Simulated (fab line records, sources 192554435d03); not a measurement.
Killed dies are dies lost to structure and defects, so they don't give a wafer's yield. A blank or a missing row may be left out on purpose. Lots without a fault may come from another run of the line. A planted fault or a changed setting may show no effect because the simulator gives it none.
A struck lot beside a sound one | flow n5_finfet | 36 steps out of a route of 1938
Sound: wafers L987.1, L987.5, L987.6. Struck: wafers L991.2, L991.3, L991.5. The cause comes at the end.
At each step with rows: each side's tool, then ch and its chambers, then its first start. Under that, the readings that differ: sound wafers | struck wafers | difference of the means | sigmas: that difference in standard deviations of wafers without a fault.
alike: readings whose means differ by less than 2 such deviations, and words and numbers that are the same on both sides. not compared: withheld readings, readings that some wafer has no value for, bounds like >300 that may hide the same value, and numbers for which the record gives no deviation and whose values overlap.
The two part at a step that has a row with sigmas, a row that says differs or no value, or rows on one side only. Numbers that don't overlap but have no deviation are shown without sigmas and don't part them. A reading that every wafer of one side lacks parts them only if that side has two wafers or more.

first, 9 steps without rows for these wafers: N5_BEOL_M4_ANNEAL_95 (time 240 s); N5_BEOL_M4_SPUTTER_96 (material Cu, target thk 4.5 nm, time 8.29 s); N5_BEOL_M4_ECD_50 (material Cu, target thk 300 nm); N5_BEOL_M4_ANNEAL_51 (time 90 s); N5_BEOL_M4_CMP_52 (polishes, stops on SiOC, t overpolish 6.8 s, target thk 40 nm); N5_BEOL_M4_PRE_CLEAN_60 (time 15 s); N5_BEOL_M4_CO_CAP_55 (material Co, precursor CCTBA/H2, target thk 2 nm, time 102.1 s); N5_BEOL_M4_PRE_CLEAN_56 (time 15 s); N5_BEOL_M4_DEP_57 (deposits SiCN from 3MS/NH3, target thk 8 nm, time 14 s).
N5_BEOL_M4_RC_MEAS_101:
  sound on prober-01 ch 0, day 9 15:49; struck on prober-02 ch 0, day 10 19:51
  reading   | sound       | struck      | difference | sigmas
  VT_N (mV) | 252 259 252 | 246 249 241 | -9         | -3
  alike: DIBL_N, DIBL_P, IOFF_N, IOFF_P, ION_N, ION_P, SS_N, SS_P, VT_P
then, 24 steps without rows for these wafers: N5_BEOL_M5_ILD_DEP_00 (deposits SiCOH lowk from DEMS/porogen, target thk 140.64 nm, time 25.9 s); N5_BEOL_M5_CURE_79 (cures SiCOH lowk, time 240 s); N5_BEOL_M5_PECVD_70 (deposits SiO2 from TEOS/O2, target thk 16 nm, time 18 s); N5_BEOL_M5_HM_DEP_02 (deposits TiN, target thk 20 nm); N5_BEOL_M5_COAT_59 (time 60 s, resist thk 60 nm); N5_BEOL_M5_COAT_60 (time 60 s, resist thk 12 nm); N5_BEOL_M5_COAT_71 (time 60 s, resist thk 5 nm); N5_BEOL_M5_COAT_05 (resist thk 30 nm); N5_BEOL_M5_EBR_07; N5_BEOL_M5_SOFTBAKE_06 (time 60 s); N5_BEOL_M5_EXPOSE_08 (exposes mask M5, target cd 28 nm); N5_BEOL_M5_PEB_09 (peb time 60 s); N5_BEOL_M5_DEVELOP_10 (develop time 30 s); N5_BEOL_M5_DESCUM_16 (chemistry O2, time 7 s); N5_BEOL_M5_ETCH_72 (etches underlayer in N2/H2, target depth 6.5 nm, time 5.2 s); N5_BEOL_M5_ETCH_61 (etches SiARC in CF4, target depth 15.6 nm, time 26 s); N5_BEOL_M5_ETCH_62 (etches SOC in N2/H2, target depth 75 nm, overetch 15 nm, time 112.5 s); N5_BEOL_M5_STRIP_63 (strips in N2/H2); N5_BEOL_M5_STRIP_73 (strips in N2/H2); N5_BEOL_M5_STRIP_64 (strips in CF4); N5_BEOL_M5_HM_OPEN_17 (chemistry Cl2/BCl3, target TiN, target depth 20 nm, overetch 6 nm); N5_BEOL_M5_STRIP_19 (strips in O2); N5_BEOL_M5_COAT_65 (time 60 s, resist thk 60 nm); N5_BEOL_M5_COAT_66 (time 60 s, resist thk 12 nm).
-- the record jumps here: 3 days lie between the struck wafers' starts before and after (it left off in module BEOL_M5 and takes up again in module BEOL_M12, whose first step shown is number 1637 of the route) --
N5_BEOL_M12_ETCH_68: etches SOC in N2/H2, time 285 s.
  sound on rie_diel-03 ch 0,3, day 12 10:59; struck on rie_diel-03 ch 0,2, day 13 14:17
  no value came back on the struck wafers for any of 7 readings (bias_w (W), chamber_pressure_mTorr (mTorr) and others); on the sound wafers bias_w (W) reads 351.9 352.6 350.9
  reading                                     | sound          | struck            | difference | sigmas
  model.coat_of_BEOL_M12_COAT_22.thk_nm (nm)  | 0 0 0          | 210.8 211.4 211.8 | +211.3     |
  model.SiARC_of_BEOL_M12_COAT_66.thk_nm (nm) | 86.4 86.4 86.4 | 109.6 110 110     | +23.5      |
  not compared: rf_hours_counter_h
N5_PASSIVATION_PROBE_49:
  sound on prober-02, day 13 21:02; struck on prober-02, day 15 07:53
  reading                  | sound          | struck         | difference | sigmas
  defect_limited_yield (%) | 87.3 90.8 90.8 | 0 0 0          | -90        | -64
  killed_at_M4_up          | 23 25 19       | 1104 1094 1086 | +1072      | +99 or more
  killed_dies              | 150 109 108    | 1180 1180 1180 | +1058      | +62
  killed_on_rim            | 22 12 16       | 152 152 152    | +135       | +39
  sort_bin_5_function (%)  | 6.7 5.0 4.7    | 96.8 97.0 96.3 | +91.2      | +99 or more
  sort_n_pass              | 1030 1071 1072 | 0 0 0          | -1058      | -62
  sort_yield_pct (%)       | 87.3 90.8 90.8 | 0 0 0          | -90        | -64
  alike: killed_at_M0_to_M3, killed_at_contacts, killed_at_front_end, killed_at_other, killed_open, killed_short, sort_bin_6_memory

WHERE THEY PART
First at N5_BEOL_M4_RC_MEAS_101; last, within this record, at N5_PASSIVATION_PROBE_49.

WHY: what the simulator had put in
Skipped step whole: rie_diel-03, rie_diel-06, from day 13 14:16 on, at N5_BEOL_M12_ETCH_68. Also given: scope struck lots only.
